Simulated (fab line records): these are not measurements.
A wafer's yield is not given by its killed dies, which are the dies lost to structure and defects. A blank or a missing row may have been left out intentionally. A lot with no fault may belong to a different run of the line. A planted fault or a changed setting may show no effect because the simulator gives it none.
Chamber matching	flow n5 finfet	N5_BEOL_M11_ALD_74 on ald metal-01: 4 sister chambers
The step deposits TaN, target thk 2 nm, pulse time 2 s, purge time 3 s. 4 wafers are shown with their chamber, then 11 later ones without.

## WAFERS, EACH WITH ITS CHAMBER
wafer	chamber	heater power w (W)
L081.2	3	414
L082.4	1	413
L085.5	2	517
L087.1	0	413

## WAFERS MISSING THEIR CHAMBER
wafer	heater power w (W)
L087.4	423
L087.5	416
L094.2	519
L094.4	420
L094.5	428
L092.1	430
L092.3	419
L092.4	514
L095.3	416
L095.5	520
L095.6	427

## WHICH CHAMBER EACH WENT THROUGH
wafer	from the rows above	in truth
L087.4	can't be placed: 3 or 0 or 1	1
L087.5	can't be placed: 3 or 0 or 1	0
L094.2	2	2
L094.4	can't be placed: 3 or 0 or 1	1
L094.5	can't be placed: 3 or 0 or 1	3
L092.1	can't be placed: 3 or 0 or 1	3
L092.3	can't be placed: 3 or 0 or 1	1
L092.4	2	2
L095.3	can't be placed: 3 or 0 or 1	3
L095.5	2	2
L095.6	can't be placed: 3 or 0 or 1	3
Placed correctly: 3 of 11. From these rows, 8 cannot be placed; in 8 the true chamber is one of the candidates. Wrongly placed: 0.
How it was worked out, from the rows above alone: a wafer's distance from a chamber is the root of the sum, over the readings, of the square of ((its reading less the chamber's mean) divided by the reading's scatter). The wafer belongs to the nearest chamber; if the next one is less than 2 further off, it can't be placed. A chamber's mean is the mean of its shown wafers. The scatter (one wafer shown for each chamber): square how far every hidden wafer sits from the nearest shown wafer, average those squares and take the square root.
